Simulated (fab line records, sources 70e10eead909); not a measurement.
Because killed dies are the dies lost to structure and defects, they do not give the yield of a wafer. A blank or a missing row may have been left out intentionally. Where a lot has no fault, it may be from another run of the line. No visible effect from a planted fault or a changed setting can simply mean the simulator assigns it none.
Matching of chambers :: flow nandHarc :: 4 sister chambers for NHARC_A_STAIRCASE_ETCH_271 on rieDiel-05
The step etches the open film in CF4/CHF3. 4 wafers are shown with their chamber, then 7 later ones without.

== WAFERS PAIRED WITH THEIR CHAMBERS ==
wafer: L080.6
chamber: 1
showerheadPlenumPTorr (Torr): 1.49

wafer: L086.2
chamber: 3
showerheadPlenumPTorr (Torr): 1.61

wafer: L090.3
chamber: 2
showerheadPlenumPTorr (Torr): 1.67

wafer: L090.4
chamber: 0
showerheadPlenumPTorr (Torr): 1.47

== WAFERS WITH NO CHAMBER GIVEN ==
wafer: L090.6
showerheadPlenumPTorr (Torr): 1.48

wafer: L092.1
showerheadPlenumPTorr (Torr): 1.47

wafer: L092.5
showerheadPlenumPTorr (Torr): 1.67

wafer: L092.6
showerheadPlenumPTorr (Torr): 1.48

wafer: L093.1
showerheadPlenumPTorr (Torr): 1.66

wafer: L093.3
showerheadPlenumPTorr (Torr): 1.61

wafer: L093.6
showerheadPlenumPTorr (Torr): 1.48

== WHICH CHAMBER EACH WENT THROUGH ==
wafer: L090.6
from the rows above: can't be placed: 0 or 1
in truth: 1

wafer: L092.1
from the rows above: 0
in truth: 0

wafer: L092.5
from the rows above: 2
in truth: 2

wafer: L092.6
from the rows above: can't be placed: 0 or 1
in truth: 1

wafer: L093.1
from the rows above: 2
in truth: 2

wafer: L093.3
from the rows above: 3
in truth: 3

wafer: L093.6
from the rows above: can't be placed: 0 or 1
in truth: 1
4 of 7 placed correctly. From these rows, 3 cannot be placed; in 3 the true chamber is one of the candidates. 0 placed wrongly.
How it was worked out, from the rows above alone: a wafer's distance from a chamber is the root of the sum, over the readings, of the square of ((its reading less the chamber's mean) divided by the reading's scatter). If the next closest chamber is less than 2 further off than the closest, the wafer can't be placed; otherwise it belongs to the closest. For every chamber, the mean is computed from those of its wafers that are shown. The scatter (one wafer shown for each chamber): square how far every hidden wafer sits from the nearest shown wafer, average those squares and take the square root.
